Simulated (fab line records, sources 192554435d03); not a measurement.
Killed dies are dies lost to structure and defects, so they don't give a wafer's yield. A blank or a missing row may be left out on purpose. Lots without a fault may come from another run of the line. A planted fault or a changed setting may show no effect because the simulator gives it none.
Chamber matching | flow n5_finfet | N5_BEOL_M9_CURE_71 on uv_cure-02: 3 sister chambers
The step cures SiCOH lowk, time 240 s. 16 wafers are shown with their chamber, then 8 later ones without.

WAFERS WITH THEIR CHAMBER
wafer  | chamber | wafer_temp_C_max | lamp_power_pct (%)
L075.1 | 1       | 386.1            | 52.34
L075.3 | 1       | 386.1            | 52.21
L075.6 | 1       | 386.1            | 52.27
L076.1 | 1       | 386.4            | 52.28
L076.3 | 1       | 386.3            | 52.38
L076.4 | 1       | 386.5            | 52.27
L080.1 | 0       | 385.8            | 52.24
L080.3 | 0       | 386.0            | 52.30
L080.5 | 0       | 386.1            | 52.42
L083.4 | 2       | 386.2            | 52.32
L083.5 | 2       | 386.4            | 52.32
L083.6 | 2       | 386.9            | 52.26
L084.2 | 2       | 386.6            | 52.28
L084.4 | 2       | 386.4            | 52.34
L084.5 | 2       | 386.5            | 52.36
L090.3 | 2       | 386.3            | 52.32

SIGNATURES (means of the wafers above)
reading          | chamber 0 | chamber 1 | chamber 2 | scatter within a chamber
wafer_temp_C_max | 385.967   | 386.250   | 386.471   | 0.199
lamp_power_pct   | 52.3200   | 52.2917   | 52.3143   | 0.0566
Rule: a wafer's distance from a chamber is the root of the sum, over the readings, of the square of ((its reading less the chamber's mean) divided by the reading's scatter). The wafer belongs to the nearest chamber; if the next one is less than 2 further off, it can't be placed. The scatter: the root of (the sum of the squares of (reading less its chamber's mean) over the shown wafers, divided by (wafers less chambers)).

WAFERS WITHOUT THEIR CHAMBER
wafer  | wafer_temp_C_max | lamp_power_pct (%)
L090.4 | 386.0            | 52.29
L090.5 | 386.5            | 52.36
L092.2 | 386.9            | 52.30
L092.3 | 386.2            | 52.33
L092.5 | 386.4            | 52.38
L094.1 | 386.1            | 52.33
L094.3 | 386.1            | 52.30
L094.4 | 386.2            | 52.29

WHICH CHAMBER EACH WENT THROUGH
wafer  | from the rows above          | in truth
L090.4 | can't be placed: 0 or 1 or 2 | 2
L090.5 | can't be placed: 2 or 1 or 0 | 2
L092.2 | can't be placed: 2 or 1      | 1
L092.3 | can't be placed: 1 or 0 or 2 | 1
L092.5 | can't be placed: 2 or 1 or 0 | 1
L094.1 | can't be placed: 0 or 1 or 2 | 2
L094.3 | can't be placed: 0 or 1 or 2 | 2
L094.4 | can't be placed: 1 or 0 or 2 | 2
Placed correctly: 0 of 8. Can't be placed from these rows: 8 (the true chamber is among the candidates in 8). Placed wrongly: 0.
